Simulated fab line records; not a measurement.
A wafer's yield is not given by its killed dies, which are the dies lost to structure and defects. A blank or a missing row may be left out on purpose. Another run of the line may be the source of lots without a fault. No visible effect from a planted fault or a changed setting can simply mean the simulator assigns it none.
A lot that was struck, set against a sound lot | flow nandHarc | 22 steps out of a route of 1159
Sound: these wafers, L927.3, L927.4, L927.6. Struck: wafer L925.6 (left out: L925.2, L925.4 of the same lot, which were not struck); the cause appears at the end.
Order at every step that has rows: each side's tool, ch and its chambers, its first start. Under that, the readings that differ: sound wafers | struck wafers | difference of the means | sigmas: that difference in standard deviations of wafers without a fault.
alike: same words and numbers on both sides, and readings whose means sit less than 2 such deviations apart. not compared: any withheld reading, any reading some wafer has no value for, any bound like >300 that may hide the same value, and any number with overlapping values for which the record gives no deviation.
The two part at a step that has a row with sigmas, a row that says differs or no value, or rows on one side only. Numbers that have no deviation but don't overlap get no sigmas and don't part them. A reading that every wafer of one side lacks parts them only if that side has two wafers or more.

NHARC_A_BLC_CMP_25: polishes, t overpolish 30 s, target thk 150 nm.
  sound on cmp-03 ch 1,2, day 22 13:40; struck on cmp-02 ch 1, day 21 21:32
reading                 | sound             | struck | difference | sigmas
slurryFilterDpKPa (kPa) | 13.47 13.68 13.49 | 13.86  | +0.31      | +2
  alike: motorCurrentA, overpolishRunS, timeToEndpointS
then, 1 step without rows for these wafers: NHARC_A_BLC_SRD_27.
NHARC_A_BLC_INSPECT_28:
  sound: defectInspect-01 at day 22 14:04; struck: defectInspect-01 at day 21 21:54
  alike: rawDefectCount
then, 8 steps without rows for these wafers: NHARC_A_M0_DEP_00 (deposits SiOC, target thk 150 nm); NHARC_A_M0_DEHYDRATE_01 (time 120 s); NHARC_A_M0_HMDS_02 (time 30 s); NHARC_A_M0_COAT_33 (time 65 s); NHARC_A_M0_COAT_03 (resist thk 90 nm); NHARC_A_M0_SOFTBAKE_04 (time 55 s); NHARC_A_M0_EBR_05; NHARC_A_M0_EXPOSE_06 (exposes mask A M0, target cd 80 nm).
NHARC_A_M0_PEB_07: peb time 65 s.
  sound on lithoTrack-01 ch 0, day 22 15:02; struck on lithoTrack-06 ch 0, day 21 22:35
then, 1 step without rows for these wafers: NHARC_A_M0_DEVELOP_08 (develop time 35 s).
NHARC_A_M0_CD_MEAS_09: target cd 80 nm.
  sound on cdSem-02 ch 0, day 22 15:07; struck on cdSem-02 ch 0, day 21 22:40
reading   | sound          | struck | difference | sigmas
cdNm (nm) | 80.4 79.7 79.3 | 87.7   | +7.9       | +13
NHARC_A_M0_OVL_MEAS_10: pitch 160 nm.
  sound: overlay-02 at day 22 15:12; struck: overlay-01 at day 21 22:45
reading         | sound          | struck | difference | sigmas
overlayXNm (nm) | -1.2 -0.5 -0.7 | 1.2    | +2.0       | +3
  alike: overlayYNm
NHARC_A_M0_INSPECT_11:
  sound: defectInspect-01 at day 22 15:14; struck: defectInspect-02 at day 21 22:47
reading        | sound    | struck | difference | sigmas
rawDefectCount | 14 16 15 | 64     | +49        | +3
NHARC_A_M0_DESCUM_14: chemistry O2, time 3 s.
  sound on rieDiel-12 ch 0,1,2, day 22 15:19; struck on rieDiel-12 ch 1, day 21 22:51
reading              | sound                | struck | difference | sigmas
throttleValvePct (%) | 11.289 11.305 11.300 | 11.322 | +0.024     | +2
model.A_M0.cdNm (nm) | 80.65 80.46 79.65    | 87.59  | +7.34      | 
  alike: drypumpMotorCurrentA, oesProductAu, rfVppV, showerheadPlenumPTorr
  not compared: rfHoursCounterH
NHARC_A_M0_ETCH_34: etches the open film in N2/H2, target depth 40 nm, overetch 12 nm, time 43.94 s.
  sound on rieDiel-12 ch 0,2,3, day 22 15:24; struck on rieDiel-12 ch 1, day 21 22:56
reading                      | sound             | struck | difference | sigmas
rfVppV (V)                   | 427.1 430.6 426.9 | 433.1  | +4.9       | +2
showerheadPlenumPTorr (Torr) | 1.90 2.08 1.92    | 2.14   | +0.17      | +2
  alike: drypumpMotorCurrentA, oesProductAu, throttleValvePct
  not compared: rfHoursCounterH
NHARC_A_M0_ETCH_15: etches the open film in C4F8/Ar, target depth 150 nm, overetch 15 nm, time 82.5 s.
  sound: rieDiel-12 ch 0,3; struck: rieDiel-12 ch 2
reading              | sound             | struck | difference | sigmas
rfVppV (V)           | 438.5 436.4 436.0 | 442.7  | +5.7       | +2
model.A_M0.cdNm (nm) | 80.5 80.12 78.59  | 88.19  | +8.45      | 
  alike: oesProductAu
  not compared: rfHoursCounterH
NHARC_A_M0_CD_MEAS_16:
  sound: cdSem-02 at day 22 15:36; struck: cdSem-03 at day 21 23:09
reading   | sound          | struck | difference | sigmas
cdNm (nm) | 80.4 80.2 78.9 | 87.9   | +8.1       | +11
NHARC_A_M0_STRIP_18: strips in N2/H2.
  sound on rieDiel-11 ch 2,3, day 22 15:42; struck on rieDiel-11 ch 3, day 21 23:14
  alike: drypumpMotorCurrentA, oesProductAu, rfVppV, showerheadPlenumPTorr, throttleValvePct
  not compared: rfHoursCounterH
NHARC_END_SORT_01:
  the record has rows for the sound wafers here (prober-01 ch 0, day 25 20:52) and none for the struck ones

== WHERE THEY PART ==
First at NHARC_A_BLC_CMP_25; last, within this record, at NHARC_END_SORT_01.

WHY: the cause the simulator had injected
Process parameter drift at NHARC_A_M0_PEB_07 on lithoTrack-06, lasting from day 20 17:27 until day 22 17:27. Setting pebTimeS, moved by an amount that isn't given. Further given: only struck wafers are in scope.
